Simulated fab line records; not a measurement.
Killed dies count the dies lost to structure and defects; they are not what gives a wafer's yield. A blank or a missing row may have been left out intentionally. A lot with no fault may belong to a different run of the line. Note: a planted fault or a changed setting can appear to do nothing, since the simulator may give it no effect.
What tool caused it? :: flow n5 finfet :: 36 wafers from 12 lots sampled at 2 of the route's 1938 steps

WHAT THE GAUGES READ, wafer by wafer
N5_BEOL_M14_CD_MEAS_28: target cd 284.4 nm.
lot: L075
measured: day 11 04:55
on: cd sem-03
cd nm (nm): 285.6 283.9 285.5

lot: L076
measured: day 11 10:03
on: cd sem-03
cd nm (nm): 282.9 281.8 286.3

lot: L080
measured: day 12 09:50
on: cd sem-03
cd nm (nm): 287.9 285.3 285.0

lot: L081
measured: day 12 10:38
on: cd sem-01
cd nm (nm): 285.2 283.6 283.5

lot: L083
measured: day 13 09:14
on: cd sem-01
cd nm (nm): 284.0 283.7 283.0

lot: L085
measured: day 13 17:44
on: cd sem-02
cd nm (nm): 283.9 282.7 281.5

lot: L087
measured: day 14 12:49
on: cd sem-01
cd nm (nm): 284.3 286.7 284.6

lot: L089
measured: day 14 23:44
on: cd sem-03
cd nm (nm): 283.3 284.5 282.3

lot: L092
measured: day 15 15:12
on: cd sem-02
cd nm (nm): 282.4 280.3 285.3

lot: L093
measured: day 15 19:14
on: cd sem-03
cd nm (nm): 281.7 282.0 283.4

lot: L095
measured: day 16 14:30
on: cd sem-03
cd nm (nm): 285.3 285.8 284.6

lot: L097
measured: day 17 04:05
on: cd sem-01
cd nm (nm): 283.1 283.1 283.6

EACH LOT AND THE TOOL THAT RAN IT (in order: tool; ch and the chambers of the sampled wafers; start)
lot: L075
N5_BEOL_M14_VIA_ETCH_16: rie diel-01 ch 2,3, day 11 04:14

lot: L076
N5_BEOL_M14_VIA_ETCH_16: rie diel-06 ch 1,2,3, day 11 09:23

lot: L080
N5_BEOL_M14_VIA_ETCH_16: rie diel-01 ch 0,2,3, day 12 09:02

lot: L081
N5_BEOL_M14_VIA_ETCH_16: rie diel-06 ch 1,2, day 12 09:50

lot: L083
N5_BEOL_M14_VIA_ETCH_16: rie diel-02 ch 1,3, day 13 08:33

lot: L085
N5_BEOL_M14_VIA_ETCH_16: rie diel-02 ch 0,3, day 13 16:56

lot: L087
N5_BEOL_M14_VIA_ETCH_16: rie diel-01 ch 0,2,3, day 14 12:08

lot: L089
N5_BEOL_M14_VIA_ETCH_16: rie diel-01 ch 1,2,3, day 14 22:56

lot: L092
N5_BEOL_M14_VIA_ETCH_16: rie diel-06 ch 0,1, day 15 14:25

lot: L093
N5_BEOL_M14_VIA_ETCH_16: rie diel-06 ch 0,2, day 15 18:33

lot: L095
N5_BEOL_M14_VIA_ETCH_16: rie diel-02 ch 0,2,3, day 16 13:42

lot: L097
N5_BEOL_M14_VIA_ETCH_16: rie diel-01 ch 0,2,3, day 17 03:23
- N5_BEOL_M14_VIA_ETCH_16: etches SiO2 in C4F8/O2/Ar, target depth 1231.3 nm.

THE ANSWER, worked out from the rows above alone
Rule: usual is defined by the lots themselves. Put in order of their means at a reading, lots are off if they are a third of the lots or fewer, leave a main group of 4 or more, and stand apart from it by a gap of 3 or more times the standard deviation of the main group's means; of several such gaps the widest counts. Not used: any main group whose means are identical at the precision the tables above print for the reading. Also off: a lot with no number at a reading for which 4 or more lots have one. All remaining lots with rows at the step are treated as sound.
No lot is off at any reading shown: from this, nothing can be told.

WHAT THE SIMULATOR HAD PUT IN
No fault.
